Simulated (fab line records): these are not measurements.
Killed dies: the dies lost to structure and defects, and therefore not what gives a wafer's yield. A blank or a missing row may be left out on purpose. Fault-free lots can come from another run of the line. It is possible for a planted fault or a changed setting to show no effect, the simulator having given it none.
fab line records	flow n5-finfet
[record] lots = 5	wafers = 14	last-day = 17
route steps=1938 shown HKMG_FIN@462 GATE_CUT@465 BEOL_M4@1111
lots with no fault: from the same line, run without faults
start-h: start of the lot's first displayed wafer, in hours after the record's first day	wait-h: hours from the lot's prior step to this one	" as in the row above	L1.1+2: one row covering several wafers at once	- value missing, or start not given	* or withheld: withheld	< > ~ a bound
route shown NAME@n: NAME is a module with steps in the file, n the number in the route of the first one	usual: mean/standard deviation of fault-free wafers	same: alike in all rows	chamber/n: place in a boat	sites: readings site by site	_std_site: how widely they spread, as a standard deviation	_edge_site: inner sites' mean taken away from outer sites' mean	radius-mm: how far each site lies from the wafer's centre	mask NAME#n: copy n	behind: the most recent tool/chamber to have shaped the wafer	hold: the reason the lot was held/the length of the hold in hours/how it ended	device: transistor that didn't switch, given as n, p or np	end of line: the same wafers' tests at the end of the route	a step with no rows: only its recipe	killed: not the wafer's yield, but the dies lost to structure and defects at the first sort	map: shows each die of a wafer: x if killed, . if not, _ if none is there
set.NAME: the setting that was run; set.NAME@STEP: the one run at that earlier step	model.NAME: the simulator's own value behind a step, which no gauge read
lots seen at some steps along the route; tables by step, rows by wafer
services: the hour from which a tool's chamber was out of use, counted from the record's first day as start-h (under 0 if before that day), plus the number of hours and why
[[steps]]
[step N5_HKMG_FIN_CMP_94]
[recipe] stop-on = SiNx	post-cmp-clean = w-dilute-nh4oh	t-overpolish-s = 4.7	down-force-psi = 4	platen-rpm = 50.289	pad-velocity-m-s = 1.0006	target-thk-nm = 43.299
[usual] motor-current-A = 11.9/1.3
lot.wafer	tool	chamber	start-h	wait-h	motor-current-A
L638.4	cmp-01	1	89.77	0.4	12.4
L638.3	"	2	"	"	13.5
L638.6	"	2	"	"	12.6
L639.2	cmp-01	1	95.70	0.3	12.0
L639.1	"	3	"	"	10.6
L639.5	"	0	"	"	12.6
L647.1	cmp-01	3	147.39	0.4	9.8
L647.3	"	0	"	"	12.7
L654.4	cmp-04	0	186.56	0.3	10.4
L654.6	"	2	"	"	13.9
L654.5	"	3	"	"	9.1
L658.3	cmp-01	2	216.88	0.2	12.5
L658.5	"	3	"	"	9.9
L658.6	"	0	"	"	13.5
[step N5_HKMG_FIN_INSPECT_28]
[recipe] inspect-instrument = darkfield	mode = post-cmp
[usual] raw-defect-count = 40/17
lot.wafer	tool	chamber	start-h	wait-h	raw-defect-count
L638.3	defect-inspect-01	-	90.00	0.0	53
L638.4	"	-	"	"	59
L638.6	"	-	"	"	45
L639.1	defect-inspect-02	-	95.90	0.0	28
L639.2	"	-	"	"	53
L639.5	"	-	"	"	60
L647.1	defect-inspect-02	-	147.62	0.0	65
L647.3	"	-	"	"	67
L654.4	defect-inspect-01	-	186.73	0.0	21
L654.5	"	-	"	"	51
L654.6	"	-	"	"	48
L658.3	defect-inspect-01	-	217.03	0.0	25
L658.5	"	-	"	"	17
L658.6	"	-	"	"	16
[step N5_GATE_CUT_ETCHBACK_00]
[recipe] chemistry = SF6/Cl2	target = W	pressure-mtorr = 8	icp-w = 900	bias-w = 80	SF6_flow_sccm = 40	Cl2_flow_sccm = 60
[step N5_GATE_CUT_ETCH_56]
[recipe] chemistry = Cl2/Ar	target = TiN	target-depth-a = 216	pressure-mtorr = 10	icp-w = 600	bias-w = 60	Cl2_flow_sccm = 40	Ar_flow_sccm = 60
[usual] drypump-motor-current-A = 5.8/0.57	oes-product-au = 0.72/0.12	throttle-valve-pct = 20.80/0.24
lot.wafer	tool	chamber	start-h	wait-h	drypump-motor-current-A	oes-product-au	rf-hours-counter-h	throttle-valve-pct
L638.3	rie-metal-03	1	90.19	0.1	6.1	0.60	-	21.24
L638.4	"	0	"	"	5.5	0.62	-	20.71
L638.6	"	0	"	"	5.5	0.62	-	20.72
L639.1	rie-metal-03	1	96.05	0.1	6.1	0.60	131	21.24
L639.2	"	0	"	"	5.5	0.61	118	20.72
L639.5	"	1	"	"	6.1	0.60	-	21.25
L647.1	rie-metal-03	1	147.90	0.2	6.2	0.59	137	21.25
L647.3	"	1	"	"	6.1	0.59	-	21.27
L654.4	rie-metal-02	1	186.91	0.1	6.0	0.91	-	20.69
L654.5	"	0	"	"	4.8	0.79	-	20.70
L654.6	"	1	"	"	6.0	0.91	-	20.71
L658.3	rie-metal-01	1	217.21	0.1	5.2	0.80	-	20.52
L658.5	"	0	"	"	6.5	0.63	-	20.81
L658.6	"	1	"	"	5.2	0.79	-	20.52
[step N5_GATE_CUT_ETCHBACK_30]
[recipe] chemistry = Cl2/Ar	target = TiN	target-depth-a = 30	mode = isotropic	pressure-mtorr = 10	icp-w = 600	bias-w = 60	Cl2_flow_sccm = 40	Ar_flow_sccm = 60
[usual] drypump-motor-current-A = 5.8/0.57	oes-product-au = 0.72/0.12	throttle-valve-pct = 20.80/0.24
lot.wafer	tool	chamber	start-h	wait-h	drypump-motor-current-A	oes-product-au	rf-hours-counter-h	throttle-valve-pct
L638.3	rie-metal-03	1	90.26	0.0	6.1	0.60	-	21.22
L638.4	"	0	"	"	5.4	0.63	-	20.72
L638.6	"	0	"	"	5.4	0.62	-	20.71
L639.1	rie-metal-03	1	96.14	0.1	6.1	0.60	131	21.25
L639.2	"	0	"	"	5.5	0.63	118	20.71
L639.5	"	1	"	"	6.2	0.60	-	21.23
L647.1	rie-metal-03	1	148.08	0.1	6.1	0.59	137	21.27
L647.3	"	1	"	"	6.1	0.59	-	21.26
L654.4	rie-metal-02	1	186.98	0.0	6.0	0.92	-	20.68
L654.5	"	0	"	"	4.8	0.79	-	20.67
L654.6	"	1	"	"	6.0	0.92	-	20.68
L658.3	rie-metal-01	1	217.28	0.0	5.2	0.79	-	20.52
L658.5	"	0	"	"	6.5	0.63	-	20.81
L658.6	"	1	"	"	5.2	0.79	-	20.51
[step N5_GATE_CUT_VAPOR_ETCH_60]
[recipe] chemistry = BCl3/Cl2	target = HfO2	mode = isotropic
[usual] drypump-motor-current-A = 5.8/0.57	oes-product-au = 0.73/0.12
lot.wafer	tool	chamber	start-h	wait-h	drypump-motor-current-A	oes-product-au
L638.3	rie-metal-03	1	90.29	0.0	6.1	0.61
L638.4	"	0	"	"	5.5	0.61
L638.6	"	0	"	"	5.5	0.62
L639.1	rie-metal-03	1	96.17	0.0	6.1	0.61
L639.2	"	0	"	"	5.5	0.62
L639.5	"	1	"	"	6.1	0.61
L647.1	rie-metal-03	1	148.14	0.1	6.1	0.60
L647.3	"	1	"	"	6.1	0.60
L654.4	rie-metal-02	1	187.01	0.0	6.0	0.91
L654.5	"	0	"	"	4.8	0.79
L654.6	"	1	"	"	6.0	0.91
L658.3	rie-metal-01	1	217.31	0.0	5.2	0.80
L658.5	"	0	"	"	6.5	0.63
L658.6	"	1	"	"	5.2	0.80
[step N5_GATE_CUT_ETCH_58]
[recipe] chemistry = CH3F/O2	target = SiNx	target-depth-a = 170	time-s = 128.6	ion-energy-ev = 50	pressure-mtorr = 30	source-w = 415	bias-w = 21	Ar_flow_sccm = 150	CH3F_flow_sccm = 30	O2_flow_sccm = 20
[step N5_GATE_CUT_STRIP_59]
[recipe] chemistry = N2/H2	time-s = 20	power-w = 100	temp-c = 40	pressure-mtorr = 100	rf-frequency-hz = 6e+07	bias-power-w = 3	n2-flow-sccm = 300	h2-flow-sccm = 300
[step N5_GATE_CUT_PRECLEAN_31]
[recipe] temp-c = 23	chemistry = DIW	time-s = 300
[step N5_GATE_CUT_SRD_32]
[recipe] time-s = 30	temp-c = 23	rinse-liquid = diw	dry = ipa-marangoni
[step N5_GATE_CUT_SAC_CAP_01]
[recipe] material = SiNx	target-thk-a = 240	temp-c = 400	ald-precursor-family = SiH2I2	ald-co-reactant = N2/H2-plasma	pulse-time-s = 1	ald-cycles = 480	purge-time-s = 2	co-reactant-purge-time-s = 2	pressure-torr = 2
[usual] heater-power-w = 829/90	precursor-pulse-height-rel = 0.998/0.02
lot.wafer	tool	chamber	start-h	wait-h	heater-power-w	precursor-pulse-height-rel
L638.3	ald-sin-03	2	90.69	0.0	983	1.010
L638.4	"	0	"	"	886	0.996
L638.6	"	2	91.78	1.1	999	1.005
L639.1	ald-sin-03	1	97.86	1.4	820	1.027
L639.2	"	2	"	"	1000	1.003
L639.5	"	1	98.95	2.4	795	1.005
L647.1	ald-sin-04	0	148.62	0.0	721	0.993
L647.3	"	1	"	"	824	0.996
L654.4	ald-sin-01	1	188.11	0.7	710	0.997
L654.5	"	1	189.20	1.8	739	1.005
L654.6	"	2	"	"	832	0.996
L658.3	ald-sin-03	3	217.70	0.0	802	1.004
L658.5	"	3	218.79	1.1	831	1.034
L658.6	"	2	"	"	1014	0.993
[step N5_GATE_CUT_PECVD_57]
[recipe] material = SiNx	target-thk-a = 210	temp-c = 400	precursor = SiH4/NH3/N2	pressure-torr = 1.5	rf-w = 300
[usual] heater-power-w = 775/110	showerhead-plenum-p-Torr = 5.08/0.053	showerhead-vpp-V = 1072/37	throttle-valve-pct = 39.8/2.5
lot.wafer	tool	chamber	start-h	wait-h	heater-power-w	showerhead-plenum-p-Torr	showerhead-vpp-V	throttle-valve-pct	model.SiNx_of_GATE_CUT_PECVD_57.thk-nm
L638.3	pecvd-01	0	92.89	1.1	636	5.06	1140	42.2	21.4
L638.4	"	1	"	"	592	5.02	1091	39.3	21.4
L638.6	"	2	"	"	730	5.18	1081	35.3	21.6
L639.1	pecvd-04	0	100.06	1.1	728	5.15	1112	39.6	20.6
L639.2	"	2	"	"	1005	5.03	1030	38.4	20.4
L639.5	"	0	"	"	750	5.16	1109	39.6	20.8
L647.1	pecvd-04	0	150.82	1.1	787	5.16	1106	40.0	20.6
L647.3	"	1	"	"	929	5.09	1053	38.4	15.2
L654.4	pecvd-01	1	190.33	1.1	589	5.04	1056	39.1	21.4
L654.5	"	2	"	"	806	5.18	1070	35.3	21.4
L654.6	"	0	"	"	721	5.06	1146	42.0	21.4
L658.3	pecvd-01	2	219.89	1.1	723	5.18	1066	35.7	21.2
L658.5	"	0	"	"	644	5.05	1172	42.5	21.6
L658.6	"	2	"	"	741	5.17	1078	35.8	21.4
[step N5_GATE_CUT_CMP_02]
[recipe] stop-on = SiO2	t-overpolish-s = 12.7	post-cmp-clean = alkaline-brush	down-force-psi = 2.5	platen-rpm = 51.8	pad-velocity-m-s = 1.0307	target-thk-nm = 0
[step N5_BEOL_M4_RC_MEAS_101]
[usual] DIBL_N = 36.4/1.4	DIBL_P = 36.3/1.8	IOFF_N = 0.163/0.024	IOFF_P = 0.21/0.034	ION_N = 673/11	ION_P = 461/7.4	SS_N = 71.6/0.52	SS_P = 73.3/0.58	VT_N = 249.4/2.5	VT_P = -250/3.5
lot.wafer	tool	chamber	start-h	wait-h	DIBL_N[mV/V]	DIBL_P[mV/V]	IOFF_N[nA/um]	IOFF_P[nA/um]	ION_N[uA/um]	ION_P[uA/um]	SS_N[mV/dec]	SS_P[mV/dec]	VT_N[mV]	VT_P[mV]
L638.3	prober-01	0	175.48	0.3	36.0	37.0	0.159	0.22	666	460	71.7	73.3	252.2	-248
L638.4	"	0	"	"	36.0	35.9	0.148	0.21	660	459	72.2	72.9	248.3	-248
L638.6	"	0	"	"	38.1	39.2	0.187	0.26	678	467	72.2	74.2	246.8	-247
L639.1	prober-02	0	185.89	0.0	35.0	34.8	0.139	0.17	670	451	70.5	72.4	250.9	-254
L639.2	"	0	"	"	37.5	38.6	0.190	0.22	685	464	71.5	73.7	244.7	-250
L639.5	"	0	"	"	37.7	38.4	0.194	0.22	670	456	72.1	73.8	245.4	-251
L647.1	prober-01	0	228.77	0.0	37.1	36.4	0.171	0.21	697	468	72.2	73.7	247.3	-251
L647.3	"	0	"	"	34.6	33.9	0.134	0.18	672	461	71.6	73.0	252.5	-252
L654.4	prober-01	0	262.71	0.5	36.8	36.5	0.158	0.19	669	453	71.3	73.4	252.7	-253
L654.5	"	0	"	"	37.0	36.5	0.169	0.20	677	458	71.7	73.2	247.5	-253
L654.6	"	0	"	"	35.5	34.9	0.144	0.18	667	452	71.0	73.3	249.9	-255
L658.3	prober-02	0	300.44	0.3	36.6	32.3	0.148	0.16	665	447	71.3	72.9	253.0	-256
L658.5	"	0	"	"	36.6	33.5	0.160	0.18	679	456	71.4	73.5	248.1	-256
L658.6	"	0	"	"	35.2	31.7	0.131	0.16	664	454	71.5	73.3	250.8	-254
[[services]]
tool	chamber	start-h	hours	kind
ald-sin-04	0	85.29	1.9	repair
ald-sin-01	-	86.18	14.0	pm
ald-sin-01	0	86.18	14.0	vent-cycle
rie-metal-02	-	88.55	24.5	repair
rie-metal-01	1	105.88	5.3	repair
rie-metal-02	1	113.06	-	clean
rie-metal-02	1	113.06	18.7	scheduled-down
rie-metal-02	1	113.06	18.7	vent-cycle
rie-metal-03	0	123.14	25.4	repair
pecvd-04	0	124.85	5.0	scheduled-down
pecvd-04	-	127.70	0.8	pm
pecvd-01	1	135.26	5.5	scheduled-down
pecvd-01	0	146.31	2.1	scheduled-down
ald-sin-01	0	159.33	3.7	repair
rie-metal-01	1	162.67	5.4	repair
rie-metal-03	1	172.00	-	clean
rie-metal-03	1	172.00	22.1	scheduled-down
rie-metal-03	1	172.00	22.1	vent-cycle
ald-sin-04	-	176.80	14.0	pm
pecvd-04	-	200.20	0.3	repair
rie-metal-02	-	205.59	28.1	pm
rie-metal-03	0	219.62	-	clean
rie-metal-03	0	219.62	13.4	scheduled-down
rie-metal-03	0	219.62	13.4	vent-cycle
[[key]]
first-sign none at tools or gauges
[model-effect] step = N5_GATE_CUT_PECVD_57	value = SiNx_of_GATE_CUT_PECVD_57.thk-nm	without = 20.8	struck = 15.2
met-at N5_GATE_CUT_PECVD_57
struck-wafers L647.3
onset-between 100.06 150.82
[fault] kind = process-parameter-drift	tool = pecvd-04	chamber = -	onset-h = 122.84	steps = N5_GATE_CUT_PECVD_57	channel = target-thk-a	offset = *	shape = step	end-h = 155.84	scope = struck-wafers-only	acts-in = *	stated = *
